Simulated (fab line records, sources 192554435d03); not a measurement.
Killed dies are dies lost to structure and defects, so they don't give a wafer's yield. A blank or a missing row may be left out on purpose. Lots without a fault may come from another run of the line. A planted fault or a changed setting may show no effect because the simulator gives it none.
A struck lot beside a sound one | flow n5_finfet | 38 steps out of a route of 1938
Sound: wafers L618.3, L618.4, L618.6. Struck: wafer L612.4. (L612.6 of the same lot was not struck and is left out.) The cause comes at the end.
At each step with rows: each side's tool, then ch and its chambers, then its first start. Under that, the readings that differ: sound wafers | struck wafers | difference of the means | sigmas: that difference in standard deviations of wafers without a fault.
alike: readings whose means differ by less than 2 such deviations, and words and numbers that are the same on both sides. not compared: withheld readings, readings that some wafer has no value for, bounds like >300 that may hide the same value, and numbers for which the record gives no deviation and whose values overlap.
The two part at a step that has a row with sigmas, a row that says differs or no value, or rows on one side only. Numbers that don't overlap but have no deviation are shown without sigmas and don't part them. A reading that every wafer of one side lacks parts them only if that side has two wafers or more.

first, 9 steps without rows for these wafers: N5_BEOL_M9_DESCUM_33 (chemistry O2, time 7 s); N5_BEOL_M9_ETCH_76 (etches underlayer in N2/H2, target depth 6.5 nm, time 5.2 s); N5_BEOL_M9_ETCH_65 (etches SiARC in CF4, target depth 15.6 nm, time 26 s); N5_BEOL_M9_ETCH_66 (etches SOC in N2/H2, target depth 80 nm, overetch 16 nm, time 120 s); N5_BEOL_M9_STRIP_69 (strips in N2/H2); N5_BEOL_M9_STRIP_77 (strips in N2/H2); N5_BEOL_M9_VIA_ETCH_34 (etches SiCOH lowk in C4F6/O2, target depth 182.4 nm, time 68.4 s); N5_BEOL_M9_STRIP_73 (strips in C4F6/O2); N5_BEOL_M9_STRIP_36 (strips in N2/H2).
N5_BEOL_M9_TRENCH_ETCH_37: etches SiCOH lowk in C4F6/O2, target depth 151.43 nm, time 49 s.
  sound on rie_diel-05 ch 0,2, day 17 10:53; struck on rie_diel-06 ch 0, day 16 04:26
  reading                                    | sound             | struck | difference | sigmas
  showerhead_plenum_p_Torr (Torr)            | 2.78 2.94 2.94    | 2.60   | -0.29      | -3
  model.BEOL_M9.feature_depth_nm (nm)        | 150.8 150.6 150.2 | 131.2  | -19.3      |
  model.etch.depth_nm (nm)                   | 150.7 150.7 150.1 | 131.2  | -19.3      |
  model.TiN_of_BEOL_M9_HM_DEP_02.thk_nm (nm) | 15.6 15.8 16      | 16.6   | +0.8       |
  alike: O2_flow_sccm, drypump_motor_current_A, oes_o_777_au, oes_product_au, rf_fwd_power_W, rf_vpp_V, throttle_valve_pct
  not compared: rf_hours_counter_h
then, 2 steps without rows for these wafers: N5_BEOL_M9_ETCH_41 (etches SiCN in CH3F/O2, target depth 36.6 nm, time 70.1 s); N5_BEOL_M9_STRIP_80 (strips in N2/H2, time 10 s).
N5_BEOL_M9_OCD_MEAS_38:
  sound on ocd-01, day 17 11:04; struck on ocd-01, day 16 04:35
  reading              | sound             | struck | difference | sigmas
  trench_depth_nm (nm) | 150.7 150.7 150.6 | 131.4  | -19.3      | -8
then, 13 steps without rows for these wafers: N5_BEOL_M9_HM_STRIP_39 (strips TiN in peroxide tin strip, target depth 25 nm, time 158 s); N5_BEOL_M9_SRD_40 (time 30 s); N5_BEOL_M9_PRECLEAN_42 (cleans in residue remover, time 60 s); N5_BEOL_M9_SRD_43 (time 30 s); N5_BEOL_M9_CURE_72 (cures SiCOH lowk, time 120 s); N5_BEOL_M9_DEGAS_44 (time 60 s); N5_BEOL_M9_PRE_CLEAN_45 (time 30 s); N5_BEOL_M9_ALD_74 (deposits TaN, target thk 2 nm, pulse time 2 s, purge time 3 s); N5_BEOL_M9_SURFACE_TREAT_79; N5_BEOL_M9_CVD_78 (deposits Co from CCTBA/H2, target thk 2 nm, time 138.9 s); N5_BEOL_M9_SPUTTER_48 (material Cu, target thk 12 nm, time 2 s); N5_BEOL_M9_ECD_50 (material Cu, target thk 318 nm); N5_BEOL_M9_ANNEAL_51 (time 90 s).
N5_BEOL_M9_CMP_52: polishes, stops on SiCOH lowk, t overpolish 7 s, target thk 140 nm.
  sound on cmp-02 ch 1,2, day 17 13:31; struck on cmp-01 ch 2, day 16 06:29
  reading                                | sound       | struck | difference | sigmas
  model.Cu_of_BEOL_M9_ECD_50.thk_nm (nm) | 137 137 137 | 117    | -20        |
  alike: barrier_field_endpoint_s, motor_current_A, overpolish_run_s, time_to_endpoint_s
N5_BEOL_M9_THK_MEAS_53: measures by xrf.
  sound on film_metro-02, day 17 13:49; struck on film_metro-02, day 16 06:40
  reading     | sound             | struck | difference | sigmas
  M9_THK (nm) | 136.4 136.6 135.6 | 116.2  | -20.0      | -7
then, 2 steps without rows for these wafers: N5_BEOL_M9_PRE_CLEAN_55 (time 15 s); N5_BEOL_M9_DEP_56 (deposits SiCN from 3MS/NH3, target thk 15 nm, time 26.5 s).
N5_BEOL_M9_RS_MEAS_57: measures by four-point-probe.
  sound on film_metro-02, day 17 13:59; struck on film_metro-02, day 16 06:49
  reading        | sound             | struck | difference | sigmas
  M9_RS (ohm/sq) | 0.154 0.154 0.154 | 0.184  | +0.030     | +9
then, 5 steps without rows for these wafers: N5_BEOL_M10_ILD_DEP_00 (deposits SiCOH lowk from DEMS/porogen, target thk 308.51 nm, time 58 s); N5_BEOL_M10_CURE_71 (cures SiCOH lowk, time 240 s); N5_BEOL_M10_PECVD_70 (deposits SiO2 from TEOS/O2, target thk 20 nm, time 22.7 s); N5_BEOL_M10_HM_DEP_02 (deposits TiN, target thk 20 nm); N5_BEOL_M10_COAT_59 (time 60 s, resist thk 100 nm).
N5_BEOL_M15_RC_MEAS_101:
  sound on prober-02 ch 0, day 19 09:10; struck on prober-02 ch 0, day 18 06:03
  reading                   | sound                    | struck   | difference | sigmas
  COMB_M11 (S/m)            | 1.2e-11 1.2e-11 1.2e-11  | 2.2e-11  | +1.0e-11   | +3
  COMB_M12_max_site (S/m)   | 4.8e-12 6.6e-12 1.07e-11 | 1.43e-11 | +6.93e-12  | +3
  COMB_M6 (S/m)             | 2.4e-11 2.3e-11 1.3e-11  | 4.1e-11  | +2.1e-11   | +4
  SERP_M9 (ohm/um)          | 3.17 3.11 3.14           | 3.59     | +0.45      | +6
  SERP_M9_max_site (ohm/um) | 3.23 3.23 3.27           | 3.70     | +0.46      | +5
  alike: COMB_M10, COMB_M12, COMB_M13, COMB_M14, COMB_M15, COMB_M5, COMB_M5_max_site, COMB_M7, COMB_M8, SERP_M10, SERP_M11, SERP_M12, SERP_M13, SERP_M14, SERP_M5, SERP_M6, SERP_M7, SERP_M8
N5_PASSIVATION_PROBE_49:
  the record has rows for the struck wafers here (prober-02, day 18 19:41) and none for the sound ones

WHERE THEY PART
First at N5_BEOL_M9_TRENCH_ETCH_37; last, within this record, at N5_PASSIVATION_PROBE_49.

WHY: what the simulator had put in
Process parameter drift: rie_diel-06, from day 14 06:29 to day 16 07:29, at N5_BEOL_M9_TRENCH_ETCH_37. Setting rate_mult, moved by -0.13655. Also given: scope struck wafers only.
